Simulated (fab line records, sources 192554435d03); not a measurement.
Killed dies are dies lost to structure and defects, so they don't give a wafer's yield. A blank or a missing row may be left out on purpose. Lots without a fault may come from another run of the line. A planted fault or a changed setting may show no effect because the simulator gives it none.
Which tool did it? | flow n5_finfet | 8 lots, 24 wafers sampled, at 5 steps of a route of 1938

WHAT THE GAUGES READ, wafer by wafer
N5_BEOL_M4_RC_MEAS_101.
lot  | measured     | on        | DIBL_N (mV/V)  | DIBL_P (mV/V)  | IOFF_N (nA/um)    | IOFF_P (nA/um)    | IOFF_P_85C (nA/um) | IOFF_P_LIN (nA/um) | IOFF_P_LONG (nA/um)        | ION_N (uA/um) | ION_P (uA/um) | SS_N (mV/dec)  | SS_P (mV/dec)  | VT_N (mV)         | VT_P (mV)            | VT_P_LONG (mV) | VT_P_LVT (mV)
L269 | day 8 04:26  | prober-02 | 37.2 34.8 37.4 | 35.9 33.7 36.4 | 0.159 0.124 0.168 | 0.181 0.161 0.194 | 3.2 2.9 3.4        | 0.087 0.081 0.091  | 9.3e-05 9.9e-05 9.4e-05    | 682 668 674   | 449 458 452   | 73.0 71.3 72.1 | 73.1 73.1 72.9 | 252.0 255.4 250.2 | -252.2 -252.7 -252.2 | -278 -278 -278 | -101.4 -101.8 -101.4
L274 | day 9 13:07  | prober-02 | 37.8 36.2 36.0 | 37.6 35.6 35.5 | 0.182 0.152 0.147 | 0.048 0.041 0.197 | 1.0 0.9 3.4        | 0.022 0.019 0.094  | 5.2e-05 5.4e-05 0.000107   | 680 684 681   | 402 398 466   | 71.4 70.8 71.3 | 73.9 73.4 73.8 | 247.4 249.2 248.4 | -291.3 -292.9 -248.3 | -317 -319 -276 | -139.2 -141.4 -97.2
L280 | day 10 14:14 | prober-01 | 35.9 35.8 35.6 | 38.8 39.1 38.8 | 0.157 0.153 0.147 | 0.192 0.191 0.182 | 3.4 3.4 3.3        | 0.093 0.091 0.088  | 9.2e-05 9.2e-05 9.2e-05    | 673 665 672   | 458 458 452   | 71.7 71.6 71.8 | 73.6 73.8 73.1 | 249.1 251.6 252.3 | -254.4 -251.8 -254.5 | -280 -280 -284 | -103.0 -104.7 -103.9
L281 | day 10 14:43 | prober-02 | 36.2 35.1 34.2 | 36.7 35.4 33.9 | 0.164 0.143 0.132 | 0.205 0.187 0.176 | 3.6 3.3 3.1        | 0.095 0.090 0.086  | 9.9e-05 9.5e-05 0.000102   | 681 671 671   | 464 459 458   | 71.7 71.8 71.3 | 72.6 72.5 72.5 | 250.9 252.5 251.3 | -250.8 -251.6 -253.4 | -277 -278 -278 | -98.8 -100.1 -101.6
L288 | day 13 07:52 | prober-01 | 37.1 37.6 37.2 | 35.6 37.3 37.7 | 0.163 0.188 0.193 | 0.198 0.241 0.248 | 3.5 4.1 4.2        | 0.094 0.108 0.111  | 0.000106 0.000105 0.000112 | 661 676 687   | 449 463 469   | 71.9 71.9 71.4 | 73.7 74.4 73.6 | 250.8 244.2 246.1 | -252.9 -245.9 -245.7 | -275 -277 -277 | -97.1 -95.1 -94.8
L289 | day 12 23:37 | prober-02 | 38.7 37.7 38.3 | 40.7 40.3 41.4 | 0.203 0.184 0.213 | 0.250 0.238 0.267 | 4.1 3.9 4.4        | 0.114 0.109 0.118  | 9.5e-05 0.0001 9.7e-05     | 671 675 679   | 462 457 461   | 73.0 72.1 72.4 | 74.1 74.4 73.9 | 248.8 249.9 248.1 | -248.9 -249.7 -247.8 | -280 -278 -279 | -98.4 -98.6 -97.4
L290 | day 13 22:59 | prober-01 | 34.7 35.0 35.2 | 34.7 35.3 36.0 | 0.130 0.134 0.145 | 0.191 0.199 0.215 | 3.4 3.4 3.7        | 0.095 0.097 0.104  | 0.000115 0.000116 0.000113 | 662 679 672   | 459 466 464   | 71.6 70.6 71.2 | 72.5 72.7 72.4 | 253.3 251.0 250.8 | -251.2 -248.1 -249.1 | -272 -273 -272 | -98.8 -99.2 -97.4
L291 | day 13 17:35 | prober-01 | 36.1 37.4 37.3 | 37.4 38.9 38.9 | 0.157 0.189 0.187 | 0.192 0.220 0.211 | 3.4 3.8 3.6        | 0.092 0.101 0.098  | 9.7e-05 9.8e-05 9.4e-05    | 677 685 669   | 453 465 455   | 71.5 71.6 71.8 | 73.3 74.2 73.7 | 247.4 245.6 248.7 | -252.0 -250.3 -251.6 | -277 -280 -278 | -101.2 -99.9 -100.3

WHICH TOOL RAN EACH LOT (tool, then ch and the chambers of the sampled wafers, then the start)
lot  | N5_HKMG_FIN_ETCH_55                | N5_HKMG_FIN_STRIP_57               | N5_HKMG_FIN_ETCH_58                | N5_HKMG_FIN_PWFM_ALD_03
L269 | rie_diel-05 ch 0,1,2, day 4 08:12  | rie_diel-05 ch 0,1,2, day 4 08:23  | rie_diel-05 ch 0,1,2, day 4 08:25  | ald_metal-04 ch 0,1,2, day 4 10:45
L274 | rie_diel-02 ch 1,2,3, day 5 15:59  | rie_diel-02 ch 1,2,3, day 5 16:11  | rie_diel-02 ch 1,2,3, day 5 16:12  | ald_metal-01 ch 2,3, day 5 18:20
L280 | rie_diel-06 ch 0,1,3, day 7 00:46  | rie_diel-06 ch 0,1,3, day 7 00:58  | rie_diel-06 ch 0,1,3, day 7 00:59  | ald_metal-04 ch 0,1,3, day 7 03:37
L281 | rie_diel-05 ch 0,1,3, day 7 05:22  | rie_diel-05 ch 0,1,3, day 7 05:34  | rie_diel-05 ch 0,1,3, day 7 05:35  | ald_metal-04 ch 0,1,3, day 7 07:48
L288 | rie_diel-05 ch 0,2, day 9 05:22    | rie_diel-05 ch 0,2, day 9 05:34    | rie_diel-05 ch 0,2, day 9 05:35    | ald_metal-04 ch 1,2,3, day 9 07:53
L289 | rie_diel-05 ch 1,3, day 9 06:45    | rie_diel-05 ch 1,3, day 9 06:56    | rie_diel-05 ch 1,3, day 9 06:58    | ald_metal-01 ch 0,2,3, day 9 09:19
L290 | rie_diel-05 ch 0,1, day 9 23:11    | rie_diel-05 ch 0,1, day 9 23:22    | rie_diel-05 ch 0,1, day 9 23:23    | ald_metal-04 ch 0,1,2, day 10 01:33
L291 | rie_diel-02 ch 0,2,3, day 10 01:36 | rie_diel-02 ch 0,2,3, day 10 01:47 | rie_diel-02 ch 0,2,3, day 10 01:49 | ald_metal-01 ch 1,2,3, day 10 03:58
- N5_HKMG_FIN_ETCH_55: etches SOC in N2/H2, target depth 240 nm, time 300 s.
- N5_HKMG_FIN_STRIP_57: strips in CF4.
- N5_HKMG_FIN_ETCH_58: etches SOC in N2/H2, target depth 215.8 nm, time 741 s.
- N5_HKMG_FIN_PWFM_ALD_03: deposits TiN, target thk 2 nm, pulse time 1 s, purge time 3 s.

WHAT THE TOOLS THEMSELVES READ (means of the sampled wafers that have a number; where no wafer has one, the mark that the record gives instead)
N5_HKMG_FIN_ETCH_55.
lot  | tool        | drypump_motor_current_A (A) | oes_product_au (a.u.) | rf_vpp_V (V) | showerhead_plenum_p_Torr (Torr) | throttle_valve_pct (%)
L269 | rie_diel-05 | 5.6                         | 0.76                  | 523.9        | 2.54                            | 17.94
L274 | rie_diel-02 | 5.8                         | 0.75                  | 522.2        | 2.51                            | 18.10
L280 | rie_diel-06 | 6.0                         | 0.82                  | 522.2        | 2.50                            | 17.91
L281 | rie_diel-05 | 5.5                         | 0.86                  | 523.5        | 2.50                            | 17.74
L288 | rie_diel-05 | 6.1                         | 0.91                  | 523.8        | 2.56                            | 17.74
L289 | rie_diel-05 | 5.3                         | 0.86                  | 522.9        | 2.50                            | 17.77
L290 | rie_diel-05 | 5.5                         | 0.86                  | 522.2        | 2.48                            | 17.71
L291 | rie_diel-02 | 6.1                         | 0.71                  | 522.3        | 2.48                            | 18.25

N5_HKMG_FIN_STRIP_57.
lot  | tool        | drypump_motor_current_A (A) | oes_product_au (a.u.) | rf_vpp_V (V) | showerhead_plenum_p_Torr (Torr) | throttle_valve_pct (%)
L269 | rie_diel-05 | 5.6                         | 0.75                  | 271.3        | 1.79                            | 13.67
L274 | rie_diel-02 | 5.7                         | 0.74                  | 270.7        | 1.77                            | 13.89
L280 | rie_diel-06 | 6.0                         | 0.82                  | 271.1        | 1.76                            | 13.60
L281 | rie_diel-05 | 5.5                         | 0.83                  | 269.3        | 1.76                            | 13.44
L288 | rie_diel-05 | 6.1                         | 0.88                  | 271.0        | 1.80                            | 13.45
L289 | rie_diel-05 | 5.3                         | 0.84                  | 270.5        | 1.76                            | 13.42
L290 | rie_diel-05 | 5.4                         | 0.85                  | 270.8        | 1.75                            | 13.37
L291 | rie_diel-02 | 6.1                         | 0.71                  | 270.2        | 1.76                            | 14.00

N5_HKMG_FIN_ETCH_58.
lot  | tool        | drypump_motor_current_A (A) | oes_product_au (a.u.) | rf_vpp_V (V) | showerhead_plenum_p_Torr (Torr) | throttle_valve_pct (%)
L269 | rie_diel-05 | 5.7                         | 0.76                  | 99.3         | 2.54                            | 17.89
L274 | rie_diel-02 | 5.8                         | 0.75                  | 100.0        | 2.51                            | 18.07
L280 | rie_diel-06 | 6.0                         | 0.83                  | 99.2         | 2.50                            | 17.87
L281 | rie_diel-05 | 5.5                         | 0.85                  | 98.8         | 2.50                            | 17.69
L288 | rie_diel-05 | 6.0                         | 0.91                  | 99.5         | 2.56                            | 17.69
L289 | rie_diel-05 | 5.3                         | 0.84                  | 98.3         | 2.50                            | 17.74
L290 | rie_diel-05 | 5.5                         | 0.86                  | 98.5         | 2.48                            | 17.66
L291 | rie_diel-02 | 6.1                         | 0.71                  | 98.9         | 2.48                            | 18.19

N5_HKMG_FIN_PWFM_ALD_03.
lot  | tool         | heater_power_w (W) | precursor_pulse_height_rel
L269 | ald_metal-04 | 954                | 0.994
L274 | ald_metal-01 | 788                | 0.974
L280 | ald_metal-04 | 935                | 0.993
L281 | ald_metal-04 | 913                | 1.006
L288 | ald_metal-04 | 893                | 0.989
L289 | ald_metal-01 | 816                | 1.003
L290 | ald_metal-04 | 942                | 0.996
L291 | ald_metal-01 | 901                | 1.001

THE ANSWER, worked out from the rows above alone
Rule: what is usual is taken from the lots themselves. Put in order of their means at a reading, lots are off if they are a third of the lots or fewer, leave a main group of 4 or more, and stand apart from it by a gap of 3 or more times the standard deviation of the main group's means; of several such gaps the widest counts. A main group whose means are all the same, to the digits that the tables above print for the reading, isn't used. A lot without any number at a reading at which 4 lots or more have one is off too. The other lots that the step has rows for count as sound. The gauges are gone through in route order, then the tools' own readings, and for those a lot's mean is taken as printed above. The first step at which some lot is off is used, and at that step the reading that is off furthest; a lot without a number counts as furthest.
Off: L274, at N5_BEOL_M4_RC_MEAS_101 (VT_P). The main group: mean -250.8 mV, standard deviation 1.9.
A tool fits if, at a process step before that reading, it ran every lot that is off, and no sound lot after the first of them. The gauges at N5_BEOL_M4_RC_MEAS_101 aren't tried: what is off there is off at N5_HKMG_FIN_PWFM_ALD_03 too, on other tools, and a gauge's error can't cause that. None of those tried fits.

WHAT THE SIMULATOR HAD PUT IN
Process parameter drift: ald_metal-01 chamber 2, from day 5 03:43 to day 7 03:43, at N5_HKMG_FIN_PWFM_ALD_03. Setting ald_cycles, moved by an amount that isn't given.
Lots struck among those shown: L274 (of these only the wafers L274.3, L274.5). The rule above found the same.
